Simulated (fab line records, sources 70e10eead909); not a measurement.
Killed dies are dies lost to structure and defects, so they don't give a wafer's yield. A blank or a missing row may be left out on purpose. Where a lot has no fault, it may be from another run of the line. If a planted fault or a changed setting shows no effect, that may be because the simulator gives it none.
fab line records    flow nand_harc
[record] lots = 6  wafers = 18  last_day = 23
route steps=1159 shown A_M0@1023 A_M1@1026 END@1159
lots that met no fault: taken from a fault-free run of the same line
start_h: hours from the record's first day to the start of the lot's first wafer shown    wait_h: hours since the lot's step before    " as in the row above    L1.1+2: several wafers, shown together as one row    - value missing, or start not given    * or withheld: withheld    < > ~ a bound
route shown NAME@n: names a module that has steps shown in the file, with the first one's number in the route    usual: the fault-free wafers' mean and standard deviation    same: alike in all rows    chamber/n: place in a boat    sites: per-site readings    _std_site: the values' standard deviation    _edge_site: the outer-site mean with the inner-site mean subtracted    radius_mm: how far each site lies from the wafer's centre    mask NAME#n: copy n    behind: the most recent tool/chamber to have shaped the wafer    hold: why the lot went on hold/how many hours it stayed there/how the hold came to an end    device: the n, p or np transistor that did not switch    end of line: the route-end tests of the same wafers    a step without rows: its recipe alone    killed: dies lost to structure and defects at the first sort, not the wafer's yield    map: shows each die of a wafer: x if killed, . if not, _ if none is there
set.NAME: the run value of the setting; set.NAME@STEP: its run value at that earlier step    model.NAME: the simulator's own value behind a step, which no gauge read
lots seen at some steps along the route; tables by step, rows by wafer
services: from which hour (start_h, from the record's first day; less than 0 if before it) a tool's chamber was out of use, for how many hours, and why
[[steps]]
[step NHARC_A_M0_INSPECT_27]
[usual] raw_defect_count = 428/94
lot.wafer  tool               chamber  start_h  wait_h  raw_defect_count
L280.1     defect_inspect-02  -        405.50   0.0     351
L280.5     "                  -        "        "       362
L280.6     "                  -        "        "       491
L285.3     defect_inspect-01  -        417.27   0.0     400
L285.4     "                  -        "        "       469
L285.5     "                  -        "        "       293
L291.2     defect_inspect-01  -        466.75   0.0     417
L291.3     "                  -        "        "       478
L291.5     "                  -        "        "       364
L289.2     defect_inspect-01  -        467.25   0.0     391
L289.4     "                  -        "        "       306
L289.5     "                  -        "        "       362
L296.1     defect_inspect-02  -        501.06   0.0     554
L296.2     "                  -        "        "       431
L296.3     "                  -        "        "       560
L298.1     defect_inspect-02  -        517.96   0.0     402
L298.2     "                  -        "        "       418
L298.3     "                  -        "        "       353
[step NHARC_A_M0_PRE_CLEAN_31]
[recipe] time_s = 12  temp_c = 370  rf_power_w = 300  gas = NH3
[usual] heater_power_outer_w = 361/45  heater_power_w = 641/69
lot.wafer  tool      chamber  start_h  wait_h  heater_power_outer_w  heater_power_w
L280.1     pecvd-01  2        405.57   0.1     371                   645
L280.5     "         0        "        "       383                   654
L280.6     "         1        "        "       319                   564
L285.3     pecvd-03  1        417.36   0.1     294                   563
L285.5     "         2        "        "       388                   687
L285.4     "         1        "        "       297                   554
L291.2     pecvd-01  2        466.81   0.1     381                   667
L291.3     "         0        "        "       331                   582
L291.5     "         0        "        "       327                   594
L289.2     pecvd-03  0        467.54   0.3     384                   713
L289.5     "         2        "        "       415                   724
L289.4     "         0        "        "       379                   698
L296.1     pecvd-02  0        501.14   0.1     427                   744
L296.2     "         1        "        "       353                   631
L296.3     "         2        "        "       408                   716
L298.2     pecvd-03  2        518.05   0.1     335                   573
L298.3     "         0        "        "       387                   709
L298.1     "         1        "        "       270                   514
[step NHARC_A_M0_DEP_32]
[recipe] target_thk_a = 300  temp_c = 370  target_thk_nm = 30  pressure_torr = 3  flow_sccm = 200  rf_w = 450  material = SiCN
[usual] heater_power_outer_w = 326/49  heater_power_w = 594/71
lot.wafer  tool      chamber  start_h  wait_h  heater_power_outer_w  heater_power_w
L280.1     pecvd-01  2        405.65   0.1     324                   582
L280.5     "         0        "        "       365                   616
L280.6     "         1        "        "       281                   490
L285.3     pecvd-03  1        417.50   0.1     225                   465
L285.5     "         2        "        "       394                   659
L285.4     "         1        "        "       227                   470
L291.2     pecvd-01  2        466.89   0.1     381                   641
L291.3     "         0        "        "       369                   636
L291.5     "         0        "        "       381                   668
L289.2     pecvd-03  0        467.67   0.1     336                   627
L289.5     "         2        "        "       376                   657
L289.4     "         0        "        "       342                   629
L296.1     pecvd-02  0        501.22   0.1     346                   639
L296.2     "         1        "        "       338                   630
L296.3     "         2        "        "       342                   590
L298.2     pecvd-03  2        518.12   0.1     352                   590
L298.3     "         0        "        "       373                   684
L298.1     "         1        "        "       211                   441
[step NHARC_A_M1_DEP_00]
[recipe] target_thk_a = 1825  target_thk_nm = 182.5  temp_c = withheld  pressure_torr = 5  flow_sccm = 200  rf_w = 600  material = SiOC
[step NHARC_A_M1_DEHYDRATE_01]
[recipe] temp_c = 150  time_s = 120
[step NHARC_A_M1_HMDS_02]
[recipe] time_s = 30
[step NHARC_A_M1_COAT_34]
[recipe] temp_c = 200  time_s = 65
[step NHARC_A_M1_COAT_03]
[recipe] spin_rpm = 1500  resist_thk_nm = 90
[step NHARC_A_M1_SOFTBAKE_04]
[recipe] temp_c = 105  time_s = 55
[step NHARC_A_M1_EBR_05]
[step NHARC_A_M1_EXPOSE_06]
[recipe] na = 1.35  target_cd_nm = 120  dose_mj = 75.13  mask_id = A_M1
[step NHARC_A_M1_PEB_07]
[recipe] peb_temp_c = 100  peb_time_s = 65
[usual] heater_power_total_W = 156.6/0.42  plate_temp_C = 100.01/0.12
lot.wafer  tool            chamber  start_h  wait_h  heater_power_total_W  plate_temp_C
L280.1     litho_track-06  0        406.81   0.1     156.0                 100.06
L280.5     "               0        "        "       157.1                 100.02
L280.6     "               0        "        "       156.1                 99.97
L285.3     litho_track-04  0        418.56   0.0     156.2                 99.89
L285.4     "               0        "        "       156.6                 99.97
L285.5     "               0        "        "       156.7                 99.94
L291.2     litho_track-04  0        468.26   0.1     167.4                 104.92
L291.3     "               0        "        "       167.6                 104.82
L291.5     "               0        "        "       166.7                 104.88
L289.2     litho_track-04  0        468.76   0.1     167.5                 104.69
L289.4     "               0        "        "       166.6                 104.63
L289.5     "               0        "        "       167.2                 104.68
L296.1     litho_track-06  0        502.37   0.1     156.6                 100.07
L296.2     "               0        "        "       156.9                 99.97
L296.3     "               0        "        "       156.6                 100.05
L298.1     litho_track-01  0        519.51   0.1     157.1                 99.98
L298.2     "               0        "        "       156.6                 100.02
L298.3     "               0        "        "       156.8                 100.03
[step NHARC_A_M1_DEVELOP_08]
[recipe] develop_time_s = 35  dev_temp_c = 23
[step NHARC_A_M1_CD_MEAS_09]
[recipe] target_cd_nm = 120  landing_energy_ev = 500
[usual] cd_nm = 120.1/0.65
[same] landing_energy_ev = 500
lot.wafer  tool       chamber  start_h  wait_h  cd_nm
L280.1     cd_sem-01  0        406.88   -       119.4
L280.5     "          0        "        "       120.4
L280.6     "          0        "        "       119.1
L285.3     cd_sem-02  0        418.64   -       120.3
L285.4     "          0        "        "       120.4
L285.5     "          0        "        "       120.4
L291.2     cd_sem-03  0        468.34   -       134.8
L291.3     "          0        "        "       135.2
L291.5     "          0        "        "       135.7
L289.2     cd_sem-03  0        468.84   -       136.1
L289.4     "          0        "        "       136.6
L289.5     "          0        "        "       135.7
L296.1     cd_sem-02  0        502.45   -       120.0
L296.2     "          0        "        "       119.7
L296.3     "          0        "        "       120.6
L298.1     cd_sem-01  0        519.59   -       120.5
L298.2     "          0        "        "       118.7
L298.3     "          0        "        "       120.3
[step NHARC_A_M1_OVL_MEAS_10]
[recipe] pitch_nm = 240
[usual] overlay_x_nm = -0.1/0.76  overlay_y_nm = -0.2/0.64
lot.wafer  tool        chamber  start_h  wait_h  overlay_x_nm  overlay_y_nm
L280.1     overlay-01  -        406.97   -       0.1           -0.9
L280.5     "           -        "        "       -0.2          -1.6
L280.6     "           -        "        "       0.2           -0.9
L285.3     overlay-02  -        418.73   -       0.2           0.0
L285.4     "           -        "        "       1.0           -0.1
L285.5     "           -        "        "       0.1           0.1
L291.2     overlay-01  -        468.43   -       -0.8          -0.2
L291.3     "           -        "        "       -1.1          -0.1
L291.5     "           -        "        "       -1.3          0.0
L289.2     overlay-01  -        468.93   -       -0.7          -0.2
L289.4     "           -        "        "       -0.4          0.2
L289.5     "           -        "        "       -0.5          0.3
L296.1     overlay-02  -        502.54   -       -0.5          0.0
L296.2     "           -        "        "       -0.6          -0.7
L296.3     "           -        "        "       -0.6          -0.6
L298.1     overlay-02  -        519.68   -       -1.4          0.1
L298.2     "           -        "        "       -0.7          0.1
L298.3     "           -        "        "       -0.6          0.0
[step NHARC_A_M1_INSPECT_11]
[usual] raw_defect_count = 32/14
lot.wafer  tool               chamber  start_h  wait_h  raw_defect_count
L280.1     defect_inspect-02  -        407.01   0.0     19
L280.5     "                  -        "        "       16
L280.6     "                  -        "        "       15
L285.3     defect_inspect-02  -        418.76   0.0     20
L285.4     "                  -        "        "       23
L285.5     "                  -        "        "       20
L291.2     defect_inspect-02  -        468.47   0.0     56
L291.3     "                  -        "        "       49
L291.5     "                  -        "        "       43
L289.2     defect_inspect-01  -        468.97   0.0     12
L289.4     "                  -        "        "       13
L289.5     "                  -        "        "       13
L296.1     defect_inspect-02  -        502.57   0.0     35
L296.2     "                  -        "        "       36
L296.3     "                  -        "        "       40
L298.1     defect_inspect-02  -        519.71   0.0     52
L298.2     "                  -        "        "       49
L298.3     "                  -        "        "       52
[step NHARC_A_M1_DESCUM_14]
[recipe] time_s = 3  o2_flow_sccm = 200  ar_flow_sccm = 0  bias_power_w = 0  chemistry = O2
[usual] drypump_motor_current_A = 5.6/0.5  oes_product_au = 1.002/0.0092  rf_vpp_V = 57.9/0.94  showerhead_plenum_p_Torr = 1.91/0.092  throttle_valve_pct = 11.311/0.0087
lot.wafer  tool         chamber  start_h  wait_h  drypump_motor_current_A  oes_product_au  rf_hours_counter_h  rf_vpp_V  showerhead_plenum_p_Torr  throttle_valve_pct  model.A_M1.cd_nm
L280.1     rie_diel-04  0        407.08   0.1     5.3                      0.996           5.9                 58.2      2.05                      11.308              120.2
L280.5     "            3        "        "       5.5                      0.989           -                   56.4      1.87                      11.308              121
L280.6     "            0        "        "       5.3                      0.996           -                   57.7      2.05                      11.292              120.1
L285.4     rie_diel-10  1        418.83   0.1     5.0                      1.002           1.1                 59.5      2.05                      11.316              120.4
L285.3     "            2        "        "       5.8                      0.993           1.1                 59.6      2.03                      11.312              119.7
L285.5     "            0        "        "       4.9                      1.005           -                   57.7      1.82                      11.319              119.7
L291.2     rie_diel-06  1        468.53   0.1     6.3                      1.000           2.4                 57.3      1.79                      11.302              134.8
L291.3     "            0        "        "       5.8                      1.020           2.3                 58.5      1.88                      11.312              134.2
L291.5     "            1        "        "       6.2                      1.003           -                   56.9      1.79                      11.297              135.8
L289.4     rie_diel-06  1        469.03   0.1     6.3                      1.002           2.4                 56.5      1.79                      11.315              136.3
L289.2     "            2        "        "       5.8                      0.991           2.4                 57.2      1.81                      11.307              136.3
L289.5     "            1        "        "       6.3                      1.001           -                   56.3      1.79                      11.313              135.8
L296.2     rie_diel-10  1        502.63   0.1     5.0                      1.004           3.3                 59.4      2.05                      11.308              118.9
L296.3     "            3        "        "       6.4                      1.006           3.4                 57.9      1.93                      11.314              120
L296.1     "            0        "        "       4.9                      1.010           3.3                 56.1      1.82                      11.304              118.9
L298.3     rie_diel-04  1        519.77   0.1     6.0                      1.016           2.4                 59.0      1.84                      11.322              119.6
L298.1     "            2        "        "       5.8                      1.000           1.6                 58.1      1.84                      11.293              120
L298.2     "            3        "        "       5.5                      1.013           2.5                 57.2      1.87                      11.314              118.9
[step NHARC_A_M1_ETCH_35]
[recipe] target_depth_a = 400  overetch_a = 120  time_s = 43.94  ion_energy_ev = 200  n2_flow_sccm = 150  h2_flow_sccm = 150  ar_flow_sccm = 0  rf_w = 400  bias_w = 150  chemistry = N2/H2
[usual] drypump_motor_current_A = 5.6/0.5  oes_product_au = 1.002/0.01  rf_vpp_V = 430.3/2.9  showerhead_plenum_p_Torr = 2.03/0.1  throttle_valve_pct = 14.170/0.0088
lot.wafer  tool         chamber  start_h  wait_h  drypump_motor_current_A  oes_product_au  rf_hours_counter_h  rf_vpp_V  showerhead_plenum_p_Torr  throttle_valve_pct
L280.1     rie_diel-04  2        407.17   0.1     5.8                      0.995           6.4                 429.8     1.96                      14.173
L280.6     "            0        "        "       5.3                      0.989           -                   435.3     2.19                      14.163
L280.5     "            1        "        "       6.0                      1.001           -                   428.0     1.96                      14.174
L285.3     rie_diel-10  0        418.91   0.1     4.9                      1.001           1.1                 427.8     1.94                      14.161
L285.4     "            1        "        "       5.0                      0.994           1.1                 436.0     2.19                      14.169
L285.5     "            0        "        "       4.9                      0.997           -                   427.8     1.94                      14.176
L291.3     rie_diel-06  1        468.62   0.1     6.3                      1.002           2.4                 427.3     1.90                      14.177
L291.2     "            2        "        "       5.8                      0.992           2.3                 428.4     1.93                      14.173
L291.5     "            3        "        "       4.7                      1.010           -                   432.8     2.12                      14.166
L289.2     rie_diel-06  0        469.11   0.1     5.8                      1.016           2.3                 427.4     2.01                      14.174
L289.4     "            1        "        "       6.3                      0.995           2.4                 427.9     1.90                      14.180
L289.5     "            0        "        "       5.8                      1.016           -                   430.9     2.01                      14.161
L296.1     rie_diel-10  3        502.72   0.1     6.4                      0.988           3.4                 431.0     2.06                      14.163
L296.2     "            0        "        "       4.9                      1.007           3.3                 428.9     1.94                      14.173
L296.3     "            2        "        "       5.8                      0.989           3.4                 433.2     2.17                      14.166
L298.2     rie_diel-04  2        519.88   0.1     5.8                      0.997           1.6                 429.4     1.96                      14.157
L298.1     "            3        "        "       5.4                      1.014           2.5                 429.2     1.99                      14.172
L298.3     "            1        "        "       6.0                      1.018           2.4                 427.9     1.96                      14.174
[step NHARC_A_M1_ETCH_15]
[recipe] target_depth_a = 1825  time_s = 91.2  c4f8_flow_sccm = withheld  ar_flow_sccm = 400  rf_w = 600  bias_w = 300  chemistry = C4F8/Ar
[usual] oes_product_au = 0.958/0.021  rf_vpp_V = 440.4/2.8
lot.wafer  tool         chamber  start_h  wait_h  oes_product_au  rf_hours_counter_h  rf_vpp_V
L280.1     rie_diel-04  0        -        -       0.961           5.9                 445.1
L280.6     "            3        "        "       0.960           -                   438.9
L280.5     "            0        "        "       0.964           -                   445.6
L285.4     rie_diel-10  0        -        -       0.931           1.2                 438.8
L285.3     "            2        "        "       0.923           1.2                 446.6
L285.5     "            0        "        "       0.918           -                   438.4
L291.3     rie_diel-06  2        -        -       0.959           2.4                 437.7
L291.2     "            1        "        "       0.959           2.4                 436.5
L291.5     "            2        "        "       0.959           -                   438.4
L289.4     rie_diel-06  1        -        -       0.963           2.5                 437.4
L289.2     "            3        "        "       0.971           2.3                 443.0
L289.5     "            1        "        "       0.967           -                   437.0
L296.1     rie_diel-10  1        -        -       0.963           3.4                 444.8
L296.3     "            3        "        "       0.971           3.4                 441.4
L296.2     "            0        "        "       0.984           3.4                 437.5
L298.2     rie_diel-04  2        -        -       0.966           1.7                 439.4
L298.3     "            3        "        "       0.974           2.5                 437.1
L298.1     "            1        "        "       0.984           2.4                 437.1
[step NHARC_A_M1_CD_MEAS_16]
[usual] cd_nm = 119.8/0.91
lot.wafer  tool       chamber  start_h  wait_h  cd_nm
L280.1     cd_sem-02  -        407.38   -       120.6
L280.5     "          -        "        "       120.7
L280.6     "          -        "        "       120.1
L285.3     cd_sem-02  -        419.13   -       119.4
L285.4     "          -        "        "       120.0
L285.5     "          -        "        "       119.6
L291.2     cd_sem-02  -        468.84   -       134.5
L291.3     "          -        "        "       134.4
L291.5     "          -        "        "       135.7
L289.2     cd_sem-02  -        469.33   -       135.8
L289.4     "          -        "        "       136.9
L289.5     "          -        "        "       135.3
L296.1     cd_sem-03  -        502.94   -       118.0
L296.2     "          -        "        "       118.7
L296.3     "          -        "        "       120.3
L298.1     cd_sem-01  -        520.12   -       120.2
L298.2     "          -        "        "       119.0
L298.3     "          -        "        "       120.2
[step NHARC_A_M1_STRIP_18]
[recipe] power_w = 1000  n2_flow_sccm = 150  h2_flow_sccm = 150  ar_flow_sccm = 0  bias_w = 0  chemistry = N2/H2
[usual] drypump_motor_current_A = 5.6/0.51  oes_product_au = 1.000/0.0099  rf_vpp_V = 90.6/0.94  showerhead_plenum_p_Torr = 2.03/0.1  throttle_valve_pct = 14.171/0.0085
lot.wafer  tool         chamber  start_h  wait_h  drypump_motor_current_A  oes_product_au  rf_hours_counter_h  rf_vpp_V  showerhead_plenum_p_Torr  throttle_valve_pct
L280.1     rie_diel-06  3        407.52   0.1     4.7                      0.980           13.2                91.6      2.12                      14.167
L280.6     "            1        "        "       6.2                      0.991           -                   89.8      1.90                      14.178
L280.5     "            2        "        "       5.8                      0.995           -                   89.6      1.93                      14.183
L285.3     rie_diel-10  3        419.23   0.1     6.4                      0.993           1.2                 90.1      2.06                      14.168
L285.4     "            1        "        "       5.0                      1.013           1.2                 93.1      2.19                      14.176
L285.5     "            3        "        "       6.5                      0.991           -                   90.5      2.06                      14.178
L291.3     rie_diel-10  1        468.96   0.1     5.0                      1.008           2.6                 90.6      2.18                      14.160
L291.2     "            2        "        "       5.8                      0.998           2.6                 91.6      2.17                      14.168
L291.5     "            3        "        "       6.4                      1.006           -                   90.3      2.06                      14.168
L289.4     rie_diel-10  3        469.45   0.1     6.4                      1.014           2.7                 90.2      2.06                      14.176
L289.2     "            1        "        "       5.0                      1.007           2.6                 91.7      2.19                      14.176
L289.5     "            2        "        "       5.8                      0.975           -                   91.8      2.17                      14.181
L296.2     rie_diel-04  1        503.01   0.1     6.0                      1.015           1.4                 90.2      1.96                      14.155
L296.1     "            3        "        "       5.5                      1.004           1.3                 91.8      1.99                      14.168
L296.3     "            0        "        "       5.3                      0.977           1.3                 91.1      2.19                      14.155
L298.2     rie_diel-10  0        520.20   0.1     4.9                      1.009           3.6                 89.2      1.94                      14.174
L298.1     "            1        "        "       5.0                      0.991           3.7                 92.0      2.18                      14.173
L298.3     "            2        "        "       5.8                      0.983           3.8                 90.8      2.17                      14.155
[step NHARC_A_M1_ETCH_28]
[recipe] target_depth_a = 300  over_etch_frac = 0.3  time_s = 72.99  ion_energy_ev = 150  cf4_flow_sccm = 50  n2_flow_sccm = 100  ar_flow_sccm = 150  rf_w = 300  bias_w = 100  chemistry = CF4/N2
[usual] drypump_motor_current_A = 5.6/0.5  oes_product_au = 1.002/0.0099  rf_vpp_V = 314.1/2.1  showerhead_plenum_p_Torr = 2.62/0.12  throttle_valve_pct = 19.795/0.0093
lot.wafer  tool         chamber  start_h  wait_h  drypump_motor_current_A  oes_product_au  rf_hours_counter_h  rf_vpp_V  showerhead_plenum_p_Torr  throttle_valve_pct  model.A_M1.cd_nm
L280.1     rie_diel-06  1        -        -       6.2                      1.002           11.1                310.9     2.46                      19.796              120.4
L280.5     "            1        "        "       6.2                      0.987           -                   311.4     2.46                      19.798              120
L280.6     "            3        "        "       4.7                      0.990           -                   316.3     2.72                      19.785              120.3
L285.4     rie_diel-10  1        -        -       5.0                      0.998           1.2                 317.5     2.80                      19.802              119.2
L285.3     "            3        "        "       6.4                      1.000           1.3                 315.2     2.65                      19.790              118.4
L285.5     "            2        "        "       5.8                      0.999           -                   317.7     2.78                      19.802              117.9
L291.2     rie_diel-10  0        -        -       4.9                      1.015           2.7                 312.4     2.51                      19.775              134.1
L291.3     "            1        "        "       5.0                      1.001           2.6                 315.7     2.80                      19.808              133.8
L291.5     "            1        "        "       5.0                      1.009           -                   315.4     2.80                      19.809              135.4
L289.2     rie_diel-10  2        -        -       5.8                      0.986           2.6                 317.3     2.78                      19.804              135.2
L289.4     "            0        "        "       4.9                      1.016           2.8                 311.3     2.51                      19.813              136
L289.5     "            3        "        "       6.4                      1.007           -                   314.2     2.65                      19.802              135.2
L296.1     rie_diel-04  3        -        -       5.4                      1.005           1.3                 313.4     2.56                      19.795              118.9
L296.2     "            0        "        "       5.3                      0.997           1.3                 316.3     2.80                      19.790              117.5
L296.3     "            2        "        "       5.8                      1.002           0.5                 313.2     2.53                      19.799              120.7
L298.1     rie_diel-10  3        -        -       6.4                      0.998           3.7                 314.4     2.65                      19.787              119.3
L298.3     "            0        "        "       4.9                      1.001           3.7                 311.4     2.51                      19.795              120
L298.2     "            1        "        "       5.0                      1.004           3.7                 317.2     2.80                      19.799              119.8
[step NHARC_A_M1_STRIP_19]
[recipe] time_s = 600  temp_c = 30  chemistry = post_etch_residue_remover
[step NHARC_END_SORT_01]
[recipe] temp_c = 25
[usual] defect_limited_yield = 95.2/1.6  killed_at_array = 29/10  killed_at_other = 0.7/1.1  killed_at_periphery = 3.2/2.2  killed_dies = 33/11  killed_open = 3.5/1.8  killed_short = 2.0/1.4  sort_bin_2_pct = 1.5/0.61  sort_bin_3_pct = 0.29/0.22  sort_bin_4_pct = 3.1/1.1  sort_n_pass = 644/11  sort_rim_yield_pct = 95/3.3  sort_yield_pct = 95.2/1.6
[same] gross_dies = 677  sort_bin_5_pct[%] = 0  sort_bin_6_pct[%] = 0  sort_bin_7_pct[%] = 0  sort_bin_8_pct[%] = 0  sort_rim_n_gross = 106.00
lot.wafer  tool       chamber  start_h  wait_h  defect_limited_yield[%]  killed_at_array  killed_at_other  killed_at_periphery  killed_dies  killed_open  killed_short  sort_bin_2_pct[%]  sort_bin_3_pct[%]  sort_bin_4_pct[%]  sort_n_pass  sort_rim_yield_pct[%]  sort_yield_pct[%]
L291.2     prober-02  0        514.73   2.8     92.6                     41               0                9                    50           4            5             2.7                0.44               4.3                627          87                     92.6
L291.3     prober-02  0        515.52   3.1     93.1                     41               1                5                    47           1            1             2.4                0.89               3.7                630          97                     93.1
L291.5     prober-02  0        517.11   3.7     94.7                     30               1                5                    36           7            0             1.9                0.15               3.2                641          92                     94.7
L296.1     prober-01  0        534.30   2.5     95.0                     31               1                2                    34           4            0             1.9                0.15               3.0                643          97                     95.0
L296.2     prober-01  0        535.11   2.8     95.3                     29               2                1                    32           4            3             0.7                0.59               3.4                645          94                     95.3
L296.3     prober-01  0        535.91   3.1     95.0                     31               1                2                    34           3            3             1.9                0.15               3.0                643          95                     95.0
L298.1     prober-02  0        558.65   2.5     93.5                     39               0                5                    44           2            0             1.6                0.74               4.1                633          92                     93.5
L298.2     prober-02  0        559.46   2.8     93.5                     39               0                5                    44           5            3             2.1                0.44               4.0                633          91                     93.5
L298.3     prober-02  0        560.26   3.1     92.8                     45               1                3                    49           3            2             1.8                0.59               4.9                628          99                     92.8
// killed by level:class
L291.2 A_CHANNEL_HOLE_D1:chamber_film_flake=17 A_SLIT:chamber_film_flake=8 A_STAIRCASE:chamber_film_flake=5 A_CONTACT:chamber_film_flake=5 P_M2:chamber_film_flake=4 A_CONTACT:geometric_particle:short=2 P_GATE:chamber_film_flake=2 P_GATE:geometric_particle:open=1
L291.3 A_CHANNEL_HOLE_D1:chamber_film_flake=18 A_SLIT:chamber_film_flake=14 A_STAIRCASE:chamber_film_flake=6 P_M2:chamber_film_flake=3 P_GATE:chamber_film_flake=2 A_ONON_D1:geometric_particle:short=1 A_SLIT:geometric_particle:open=1 A_CONTACT:chamber_film_flake=1
L291.5 A_CHANNEL_HOLE_D1:chamber_film_flake=15 A_STAIRCASE:chamber_film_flake=4 A_ONON_D1:geometric_particle:open=3 P_M2:chamber_film_flake=3 A_CONTACT:geometric_particle:open=2 A_SLIT:chamber_film_flake=2 A_CONTACT:chamber_film_flake=2 P_GATE:geometric_particle:open=1
L296.1 A_CHANNEL_HOLE_D1:chamber_film_flake=24 A_SGD_CUT:chamber_film_flake=3 A_CONTACT:chamber_film_flake=2 P_CONTACT:geometric_particle:open=1 P_M2:geometric_particle:open=1 A_ONON_D1:geometric_particle:open=1 A_WL_FILL:geometric_particle:open=1 THIN_TSV:chamber_film_flake=1
L296.2 A_CHANNEL_HOLE_D1:chamber_film_flake=17 A_CONTACT:chamber_film_flake=2 A_ONON_D1:geometric_particle:short=1 A_ONON_D1:geometric_particle:open=1 A_CHANNEL_HOLE_D1:geometric_particle:open=1 A_STAIRCASE:geometric_particle:short=1 A_WL_FILL:geometric_particle:open=1 A_CONTACT:geometric_particle:open=1
L296.3 A_CHANNEL_HOLE_D1:chamber_film_flake=19 A_CONTACT:chamber_film_flake=5 P_CONTACT:geometric_particle:short=1 P_M0:geometric_particle:open=1 A_CHANNEL_HOLE_D1:geometric_particle:short=1 A_CHANNEL_FILL_D1:geometric_particle:open=1 A_CONTACT:geometric_particle:open=1 A_M0:geometric_particle:short=1
L298.1 A_SLIT:chamber_film_flake=17 A_CHANNEL_HOLE_D1:chamber_film_flake=16 P_M0:chamber_film_flake=4 A_CONTACT:chamber_film_flake=4 A_ONON_D1:geometric_particle:open=2 P_STI:chamber_film_flake=1
L298.2 A_CHANNEL_HOLE_D1:chamber_film_flake=17 A_SLIT:chamber_film_flake=13 A_CONTACT:chamber_film_flake=3 A_CONTACT:geometric_particle:open=2 P_M0:chamber_film_flake=2 P_GATE:geometric_particle:open=1 P_GATE:geometric_particle:short=1 A_SOURCE_PLATE:geometric_particle:short=1
L298.3 A_SLIT:chamber_film_flake=18 A_CHANNEL_HOLE_D1:chamber_film_flake=16 A_CONTACT:chamber_film_flake=4 P_M0:chamber_film_flake=2 A_ZERO_WELL:chamber_film_flake=2 A_ONON_D1:geometric_particle:open=1 A_CHANNEL_FILL_D1:geometric_particle:short=1 A_CONTACT:geometric_particle:open=1
[[services]]
tool            chamber  start_h  hours  kind
rie_diel-10     0        387.29   -      clean
rie_diel-10     1        387.29   -      clean
rie_diel-10     2        387.29   -      clean
rie_diel-10     3        387.29   -      clean
rie_diel-06     0        395.45   15.0   repair
rie_diel-10     0        411.79   -      clean
rie_diel-10     1        411.79   -      clean
rie_diel-10     2        411.79   -      clean
rie_diel-10     3        411.79   -      clean
rie_diel-06     -        418.21   9.0    pm
pecvd-01        -        418.40   13.0   pm
rie_diel-10     0        436.29   -      clean
rie_diel-10     1        436.29   -      clean
rie_diel-10     2        436.29   -      clean
litho_track-01  -        443.00   7.0    pm
rie_diel-04     -        465.90   9.0    pm
litho_track-06  -        467.00   7.0    pm
pecvd-03        -        473.23   13.0   pm
rie_diel-06     3        477.56   6.1    repair
pecvd-02        0        486.94   3.9    repair
litho_track-04  -        491.00   7.0    pm
rie_diel-04     2        493.21   5.8    repair
pecvd-02        -        515.20   13.0   pm
rie_diel-04     0        515.87   7.0    repair
[[key]]
[first_sign] step = NHARC_A_M1_PEB_07  reading = plate_temp_C  direction = up  sigmas = 41  usual = *  struck = *
[effect] step = NHARC_A_M1_PEB_07  reading = heater_power_total_W  direction = up  sigmas = 25  usual = *  struck = *
[effect] step = NHARC_A_M1_CD_MEAS_09  reading = cd_nm  direction = up  sigmas = 24  usual = 120.1  struck = 135.7
[effect] step = NHARC_A_M1_CD_MEAS_16  reading = cd_nm  direction = up  sigmas = 17  usual = 119.8  struck = 135.4
[model_effect] step = NHARC_A_M1_DESCUM_14  value = A_M1.cd_nm  without = 120.3  struck = 135.6
[model_effect] step = NHARC_A_M1_ETCH_28  value = A_M1.cd_nm  without = 119.7  struck = 135
met_at NHARC_A_M1_PEB_07
struck_wafers L289.2,L289.4,L289.5,L291.2,L291.3,L291.5
onset_between 418.56 468.26
[fault] kind = process_parameter_drift  tool = litho_track-04  chamber = -  onset_h = 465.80  steps = NHARC_A_M1_PEB_07  channel = peb_temp_c  offset = *  shape = step  end_h = 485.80  acts_in = *  stated = *
